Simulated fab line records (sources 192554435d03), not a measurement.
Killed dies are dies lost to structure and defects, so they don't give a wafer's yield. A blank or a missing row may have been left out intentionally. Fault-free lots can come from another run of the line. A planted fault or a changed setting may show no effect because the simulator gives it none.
Problem report, 8D (eight disciplines) form, completed by code || flow n5 finfet || the parts of the form that need people (team, actions taken, sign-off) are left out
Where a reading is given only as a bound, like >300, the bound stands for it, and a mean or a difference that rests on one is marked > or <: the true number lies beyond.

== 1. THE PROBLEM ==
Wafers without a fault read 204, standard deviation 39; raw defect count at N5_SD_EPI_N_INSPECT_26 reads a mean of 836 on 6 wafers belonging to 2 lots. That is +16 standard deviations from the usual mean.
The step: inspects for defects (darkfield).
First seen on wafer L381.1, day 7 05:16, on defect inspect-02. The record holds 21 wafers of 7 lots with a number at this step. Rule for "out", or "out of limits": more than 4 standard deviations from the usual mean. The rest of the wafers with a number are treated as sound.

== 2. WHAT IT IS, WHAT IT ISN'T ==
{"question": "which readings at this step", "is": "raw defect count", "is not": "-"}
{"question": "which lots", "is": "L381, L382", "is not": "L367, L375, L379, L380, L388"}
{"question": "which wafers of those lots", "is": "all that have a number", "is not": "-"}
{"question": "read on which gauges", "is": "defect inspect-01, defect inspect-02", "is not": "-"}
{"question": "when", "is": "from day 7 05:16", "is not": "up to then (12 sound wafers); but 3 sound wafers of L388 came after"}

== 3. THE SUSPECTS, EACH WITH WHAT RULES IT OUT ==
Counting: a tool at any process step up to the reading remains a suspect when it ran all the lots that are out and ran no sound lot after the first of those.
- ruled out: the gauge at N5_SD_EPI_N_INSPECT_26. The wafers that are out were read on 2 gauges (defect inspect-01, defect inspect-02).
- wet bench-02 at N5_SD_EPI_N_STRIP_18 (strips in SPM, time 750 s): kept. It processed each lot that is out, first L381 at day 7 02:12, and no sound lot thereafter; up to then, the last sound lot it processed was L375 at day 5 14:44.
Remaining after the count: wet bench-02 at N5_SD_EPI_N_STRIP_18.

== 4. THE CAUSE (what the simulator had put in) ==
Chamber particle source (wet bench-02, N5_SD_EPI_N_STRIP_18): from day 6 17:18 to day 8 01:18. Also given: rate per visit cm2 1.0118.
The count eliminated every tool but this one.

== 5. THE CHAIN OF EFFECTS, in route order ==
Rows list readings where the struck wafers' mean (over those with a number) sits beyond 3 standard deviations from the usual. Only readings for which the record gives a usual standard deviation are gone through. hours: the time from each lot's start at the first step in this table that gives one to its start at this step, as a median over the lots. sigmas: the change in usual standard deviations.
{"hours": 0, "step": "N5_SD_EPI_N_INSPECT_26", "reading": "raw defect count", "usual": 204, "on struck wafers": 836, "change": "+632", "sigmas": "+16"}
{"hours": 0, "step": "N5_SD_EPI_P_INSPECT_11", "reading": "raw defect count", "usual": 2.1, "on struck wafers": ">300", "change": ">+298", "sigmas": "+99 or more"}
{"hours": 4, "step": "N5_SD_EPI_P_INSPECT_26", "reading": "raw defect count", "usual": 175, "on struck wafers": 807, "change": "+632", "sigmas": "+17"}
{"hours": 5, "step": "N5_SD_ACTIVATION_INSPECT_02", "reading": "raw defect count", "usual": 175, "on struck wafers": 803, "change": "+628", "sigmas": "+17"}
{"hours": 206, "step": "N5_PASSIVATION_PROBE_49", "reading": "defect limited yield", "usual": "91.1 %", "on struck wafers": 84.1, "change": -7.0, "sigmas": -5.4}
{"hours": 206, "step": "N5_PASSIVATION_PROBE_49", "reading": "killed at front end", "usual": 39, "on struck wafers": 133, "change": "+94", "sigmas": "+10"}
{"hours": 206, "step": "N5_PASSIVATION_PROBE_49", "reading": "killed dies", "usual": 105, "on struck wafers": 188, "change": "+82", "sigmas": "+5.5"}
{"hours": 206, "step": "N5_PASSIVATION_PROBE_49", "reading": "killed on rim", "usual": 14, "on struck wafers": 28, "change": "+14", "sigmas": "+3.9"}
{"hours": 206, "step": "N5_PASSIVATION_PROBE_49", "reading": "sort_bin_5_function", "usual": "5.3 %", "on struck wafers": 9.5, "change": "+4.2", "sigmas": "+5.4"}
{"hours": 206, "step": "N5_PASSIVATION_PROBE_49", "reading": "sort n pass", "usual": 1075, "on struck wafers": 992, "change": -82, "sigmas": -5.5}
{"hours": 206, "step": "N5_PASSIVATION_PROBE_49", "reading": "sort yield pct", "usual": "91.1 %", "on struck wafers": 84.1, "change": -7.0, "sigmas": -5.4}
Process steps it contains:
- N5_PASSIVATION_PROBE_49
Later steps that measure or inspect, where all struck wafers having a row at the step show a number for every such reading and not one has moved that far: N5_BEOL_M4_RC_MEAS_101.

== 6. HOW IT WOULD HAVE BEEN CAUGHT EARLIER ==
Counted from the fault's start at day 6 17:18, it took 12 hours until the first out-of-limits reading at a measuring or inspecting step in this record, taken at day 7 05:16.
Tool readings at N5_SD_EPI_N_STRIP_18 with a usual standard deviation given in the record: none out on any struck wafer, hence no alarm at a limit of 4 standard deviations on them.
Of the lots that are out (2), L382 began N5_SD_EPI_N_STRIP_18 on wet bench-02 after day 7 05:16. A tool hold placed at that time would have kept it from harm.
